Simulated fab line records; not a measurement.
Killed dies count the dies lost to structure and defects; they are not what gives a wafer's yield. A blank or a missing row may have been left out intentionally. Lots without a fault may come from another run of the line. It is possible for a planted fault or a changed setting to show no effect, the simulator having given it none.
Matching of chambers	flow n5Finfet	aldMetal-02 running N5_HKMG_FIN_ALD_21: 4 sister chambers
The step deposits TiN, target thk 1.5 nm, pulse time 1 s, purge time 3 s. 8 wafers are shown with their chamber, then 8 later ones without.

== WAFERS WITH THEIR CHAMBER ==
wafer	chamber	heaterPowerW (W)	precursorPulseHeightRel
L076.2	1	932	1.036
L078.1	1	912	0.989
L078.4	2	933	1.007
L078.5	2	913	0.957
L079.1	3	960	0.995
L079.3	0	839	1.003
L079.5	0	838	1.023
L082.1	3	952	0.978

== WAFERS WITH NO CHAMBER GIVEN ==
wafer	heaterPowerW (W)	precursorPulseHeightRel
L082.3	911	1.017
L082.5	914	0.988
L084.1	930	1.015
L084.3	846	1.031
L084.6	918	1.032
L094.1	967	1.010
L094.2	926	0.972
L094.3	826	1.010

== WHICH CHAMBER EACH WENT THROUGH ==
wafer	from the rows above	in truth
L082.3	can't be placed: 1 or 2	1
L082.5	can't be placed: 2 or 1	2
L084.1	can't be placed: 1 or 2 or 3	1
L084.3	0	0
L084.6	can't be placed: 1 or 2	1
L094.1	3	3
L094.2	can't be placed: 2 or 1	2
L094.3	0	0
Correctly placed: 3 of 8. These rows do not allow placing 5 (true chamber among the candidates in 5). Wrongly placed: 0.
How it was worked out, from the rows above alone: a wafer's distance from a chamber is the root of the sum, over the readings, of the square of ((its reading less the chamber's mean) divided by the reading's scatter). If the next closest chamber is less than 2 further off than the closest, the wafer can't be placed; otherwise it belongs to the closest. For every chamber, the mean is computed from those of its wafers that are shown. The scatter: the root of (the sum of the squares of (reading less its chamber's mean) over the shown wafers, divided by (wafers less chambers)).
